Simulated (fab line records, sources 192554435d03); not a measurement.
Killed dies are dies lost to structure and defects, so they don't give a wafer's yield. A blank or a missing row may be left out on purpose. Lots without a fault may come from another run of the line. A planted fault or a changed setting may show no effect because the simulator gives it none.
Which tool did it? | flow n5_finfet | 12 lots, 36 wafers sampled, at 2 steps of a route of 1938

WHAT THE GAUGES READ, wafer by wafer
N5_BEOL_M10_OCD_MEAS_38.
lot  | measured     | on     | trench_depth_nm (nm)
L076 | day 9 23:39  | ocd-02 | 151.6 149.2 146.0
L077 | day 11 00:56 | ocd-02 | 148.3 150.8 147.2
L081 | day 11 08:55 | ocd-01 | 147.4 149.5 146.8
L080 | day 11 10:31 | ocd-01 | 151.2 149.6 150.9
L083 | day 12 08:39 | ocd-02 | 152.4 148.6 146.5
L085 | day 12 17:08 | ocd-01 | 150.1 147.3 153.6
L088 | day 13 07:43 | ocd-01 | 145.9 146.7 147.0
L089 | day 13 22:48 | ocd-01 | 146.5 147.1 146.5
L091 | day 14 04:00 | ocd-02 | 145.3 147.8 146.9
L093 | day 14 14:05 | ocd-01 | 147.9 146.8 148.0
L095 | day 15 00:31 | ocd-01 | 147.6 147.1 149.1
L097 | day 15 22:31 | ocd-01 | 150.9 149.1 151.8

WHICH TOOL RAN EACH LOT (tool, then ch and the chambers of the sampled wafers, then the start)
lot  | N5_BEOL_M10_ETCH_41
L076 | rie_diel-05 ch 1,2,3, day 9 23:39 or earlier
L077 | rie_diel-05 ch 0,1,2, day 11 00:56 or earlier
L081 | rie_diel-05 ch 0,2, day 11 08:55 or earlier
L080 | rie_diel-03 ch 0,3, day 11 10:31 or earlier
L083 | rie_diel-05 ch 0,1,3, day 12 08:39 or earlier
L085 | rie_diel-05 ch 0,2,3, day 12 17:08 or earlier
L088 | rie_diel-05 ch 0,1, day 13 07:43 or earlier
L089 | rie_diel-06 ch 0,3, day 13 22:48 or earlier
L091 | rie_diel-06 ch 1,2, day 14 04:00 or earlier
L093 | rie_diel-05 ch 0,1, day 14 14:05 or earlier
L095 | rie_diel-05 ch 0,1,2, day 15 00:31 or earlier
L097 | rie_diel-03 ch 0,1,3, day 15 22:31 or earlier
- N5_BEOL_M10_ETCH_41: etches SiCN in CH3F/O2, target depth 42.6 nm, time 86 s.

THE ANSWER, worked out from the rows above alone
Rule: what is usual is taken from the lots themselves. Put in order of their means at a reading, lots are off if they are a third of the lots or fewer, leave a main group of 4 or more, and stand apart from it by a gap of 3 or more times the standard deviation of the main group's means; of several such gaps the widest counts. A main group whose means are all the same, to the digits that the tables above print for the reading, isn't used. A lot without any number at a reading at which 4 lots or more have one is off too. The other lots that the step has rows for count as sound.
No lot is off at any reading shown: from this, nothing can be told.

WHAT THE SIMULATOR HAD PUT IN
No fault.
